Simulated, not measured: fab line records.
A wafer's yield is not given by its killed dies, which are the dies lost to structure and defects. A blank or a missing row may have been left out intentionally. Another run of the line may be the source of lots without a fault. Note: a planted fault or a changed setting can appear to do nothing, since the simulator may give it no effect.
Split-lot experiment ; flow n5Finfet ; route with 1938 steps; 7 lots, 39 wafers read

== THE SPLIT ==
At N5_GATE_CUT_ETCH_37 (etches SOC in N2/H2, target depth 60 nm, overetch 12 nm, time 90 s), the setting biasW was moved away from the recipe's 150 W on 12 of the 39 wafers read, by -7.2% to +19.0%. For the rest of the wafers, this setting stayed at what the recipe calls for.

Reading taken at the split's own step.

== THE READING ==
rfVppV, in V, at N5_GATE_CUT_ETCH_37 (etches SOC in N2/H2, target depth 60 nm, overetch 12 nm, time 90 s). A value of 522.5 V with a standard deviation of 2.7 V is what fault-free wafers of this fab line usually give.

wafer;tool, chamber at the split;biasW as run, W;against the recipe;rfVppV, V;against lot-mates on the recipe
L074.1;rieDiel-04, 0;139.2;-7.2%;496.3;-29.4
L074.2;rieDiel-04, 3;139.2;-7.2%;494.3;-31.4
L074.3;rieDiel-04, 2;150;recipe;524.0;-
L074.4;rieDiel-04, 1;150;recipe;527.5;-
L074.5;rieDiel-04, 1;150;recipe;525.7;-
L074.6;rieDiel-04, 0;139.2;-7.2%;496.5;-29.2
L078.2;rieDiel-03, 1;150;recipe;521.4;-
L078.3;rieDiel-03, 3;150;recipe;520.2;-
L078.6;rieDiel-03, 0;150;recipe;526.4;-
L080.1;rieDiel-04, 0;141.3;-5.8%;502.9;-23.7
L080.2;rieDiel-04, 2;150;recipe;525.9;-
L080.3;rieDiel-04, 1;150;recipe;527.4;-
L080.4;rieDiel-04, 1;150;recipe;526.5;-
L080.5;rieDiel-04, 0;141.3;-5.8%;500.7;-25.9
L080.6;rieDiel-04, 2;141.3;-5.8%;505.9;-20.7
L084.1;rieDiel-04, 2;150;recipe;523.9;-
L084.2;rieDiel-04, 3;150;recipe;516.8;-
L084.3;rieDiel-04, 1;150;recipe;525.9;-
L084.4;rieDiel-04, 0;150;recipe;521.0;-
L084.5;rieDiel-04, 0;150;recipe;520.6;-
L084.6;rieDiel-04, 1;150;recipe;527.2;-
L090.1;rieDiel-03, 0;174.1;+16.1%;577.6;+57.0
L090.2;rieDiel-03, 1;174.1;+16.1%;574.1;+53.5
L090.3;rieDiel-03, 3;150;recipe;519.8;-
L090.4;rieDiel-03, 0;174.1;+16.1%;578.4;+57.8
L090.5;rieDiel-03, 3;150;recipe;519.9;-
L090.6;rieDiel-03, 1;150;recipe;522.0;-
L092.1;rieDiel-03, 1;150;recipe;520.7;-
L092.2;rieDiel-03, 0;150;recipe;524.1;-
L092.3;rieDiel-03, 3;178.5;+19.0%;578.8;+56.9
L092.4;rieDiel-03, 0;178.5;+19.0%;587.0;+65.1
L092.5;rieDiel-03, 1;178.5;+19.0%;579.5;+57.6
L092.6;rieDiel-03, 3;150;recipe;520.8;-
L093.1;rieDiel-04, 3;150;recipe;518.4;-
L093.2;rieDiel-04, 0;150;recipe;520.6;-
L093.3;rieDiel-04, 1;150;recipe;525.0;-
L093.4;rieDiel-04, 0;150;recipe;520.8;-
L093.5;rieDiel-04, 1;150;recipe;526.6;-
L093.6;rieDiel-04, 3;150;recipe;517.0;-

THE FIT
A straight line over all 39 wafers: rfVppV changes by +3.27 V for each +1% of biasW; r = +0.99; the points scatter about the line by 3.4 V.
The same after taking each lot's own level away (the mean of its wafers on the recipe; 39 wafers): +3.43 V for each +1%; r = +0.99; scatter 3.4 V.
On that fit, the largest move of biasW shifts the reading by 65 V.
Across the lots, their own levels run from 520.57 to 526.60 V, a range of 2.2 times the standard deviation given above.
Consequently the slope shifts little with the lot-to-lot level, the two slopes agreeing.
Check: for one of the wafers moved furthest among these (+19.0%), held out of the fit, the line's prediction against its lot-mates is +65.6 V. Against them it came out at +56.9 V.
Tool readings at the split's step, against how far the setting was moved: rfVppV r = +0.99.

== OTHER SPLITS APPLIED TO THESE WAFERS ==
Before the reading, these wafers also passed through other splits. Each is held against what the fit with the lots' levels taken away leaves over:
other split on the same wafers;wafers away from the commonest value;r with rfVppV (lot level and that fit taken away)
N5_WELL_APT_IMPLANT_14 energyKev;9;+0.02
N5_DUMMY_GATE_ETCH_32 timeS;12;-0.05
N5_HKMG_FIN_ETCH_54 sourceW;12;-0.38

== FILE'S OWN FIT ==
rfVppV changes by +3.39 V for each +1% of biasW, r = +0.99.
